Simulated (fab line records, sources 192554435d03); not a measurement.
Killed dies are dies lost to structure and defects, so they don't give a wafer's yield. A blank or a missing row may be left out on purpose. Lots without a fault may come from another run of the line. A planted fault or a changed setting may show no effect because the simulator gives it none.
Split-lot experiment | flow n5_finfet | 7 lots, 21 wafers read, on a route of 1938 steps

THE SPLIT
At N5_BEOL_M11_PECVD_70 (deposits SiO2 from TEOS/O2, target thk 20 nm, time 22.7 s), the setting time_s was moved away from the recipe's 22.7 s on 7 of the 21 wafers read, by -11.8% to +13.9%. The other wafers ran this setting at the recipe's value.

The reading is taken at the split's own step.

THE READING
SiO2_of_BEOL_M11_PECVD_70.thk_nm (the simulator's own value, which no gauge read), in nm, at N5_BEOL_M11_PECVD_70 (deposits SiO2 from TEOS/O2, target thk 20 nm, time 22.7 s). The file gives no usual value for it. The 14 wafers here that ran the recipe average 20.1 nm, standard deviation 0.31 nm.

wafer  | tool, chamber at the split | time_s as run, s | against the recipe | SiO2_of_BEOL_M11_PECVD_70.thk_nm, nm | against lot-mates on the recipe
L074.1 | pecvd-01, 0                | 22.7             | recipe             | 20                                   | -
L074.5 | pecvd-01, 0                | 22.7             | recipe             | 20.4                                 | -
L074.6 | pecvd-01, 2                | 22.7             | recipe             | 20.6                                 | -
L077.1 | pecvd-04, 2                | 22.7             | recipe             | 20                                   | -
L077.2 | pecvd-04, 1                | 25.8             | +13.7%             | 21.8                                 | +1.8
L077.3 | pecvd-04, 0                | 25.8             | +13.7%             | 22.4                                 | +2.4
L082.1 | pecvd-03, 0                | 22.7             | recipe             | 20                                   | -
L082.5 | pecvd-03, 0                | 22.7             | recipe             | 20                                   | -
L082.4 | pecvd-03, 2                | 22.7             | recipe             | 20.2                                 | -
L083.3 | pecvd-04, 1                | 25.57            | +12.6%             | 22.2                                 | +1.6
L083.4 | pecvd-04, 0                | 22.7             | recipe             | 20.6                                 | -
L083.6 | pecvd-04, 1                | 25.57            | +12.6%             | 22.8                                 | +2.2
L091.1 | pecvd-04, 0,1              | 22.7             | recipe             | 20                                   | -
L091.2 | pecvd-04, 0,1              | 22.7             | recipe             | 20                                   | -
L091.4 | pecvd-04, 2                | 24.79            | +9.2%              | 21.8                                 | +1.8
L092.2 | pecvd-04, 2                | 22.7             | recipe             | 19.8                                 | -
L092.5 | pecvd-04, 1                | 20.02            | -11.8%             | 17.8                                 | -2.2
L092.6 | pecvd-04, 2                | 22.7             | recipe             | 20.2                                 | -
L094.1 | pecvd-01, 2                | 25.85            | +13.9%             | 22.6                                 | +3.0
L094.3 | pecvd-01, 1                | 22.7             | recipe             | 19.4                                 | -
L094.5 | pecvd-01, 1                | 22.7             | recipe             | 19.8                                 | -
Where a row lists several chambers, the file gives one row for several wafers and doesn't say which wafer went through which chamber.

THE FIT
A straight line over all 21 wafers: SiO2_of_BEOL_M11_PECVD_70.thk_nm changes by +0.176 nm for each +1% of time_s; r = +0.97; the points scatter about the line by 0.33 nm.
The same after taking each lot's own level away (the mean of its wafers on the recipe; 21 wafers): +0.172 nm for each +1%; r = +0.97; scatter 0.28 nm.
On that fit, the largest move of time_s shifts the reading by 2.4 nm.
The lots' own levels span 19.60 to 20.60 nm, that is 3.2 times the standard deviation above.
So the lot-to-lot level changes the slope little: the two slopes agree.
Check: with one of the wafers moved furthest among these (+13.9%) left out of the fit, the line predicts +2.23 nm for it against its lot-mates. It came out at +3 nm against them.

OTHER SPLITS ON THESE WAFERS
These wafers also went through other splits before the reading. Each is held against what the fit with the lots' levels taken away leaves over:
other split on the same wafers    | wafers away from the commonest value | r with SiO2_of_BEOL_M11_PECVD_70.thk_nm (lot level and that fit taken away)
N5_BEOL_M8_COAT_71 spin_rpm       | 9                                    | +0.09
N5_BEOL_M9_HM_DEP_02 target_thk_a | 10                                   | +0.13
N5_BEOL_M9_COAT_05 spin_rpm       | 6                                    | -0.11
N5_BEOL_M9_COAT_22 spin_rpm       | 8                                    | -0.21
N5_BEOL_M9_ETCH_66 time_s         | 6                                    | -0.36
N5_BEOL_M11_ILD_DEP_00 temp_c     | 4                                    | -0.13

THE FILE'S OWN FIT
SiO2_of_BEOL_M11_PECVD_70.thk_nm changes by +0.179 nm for each +1% of time_s, r = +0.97.
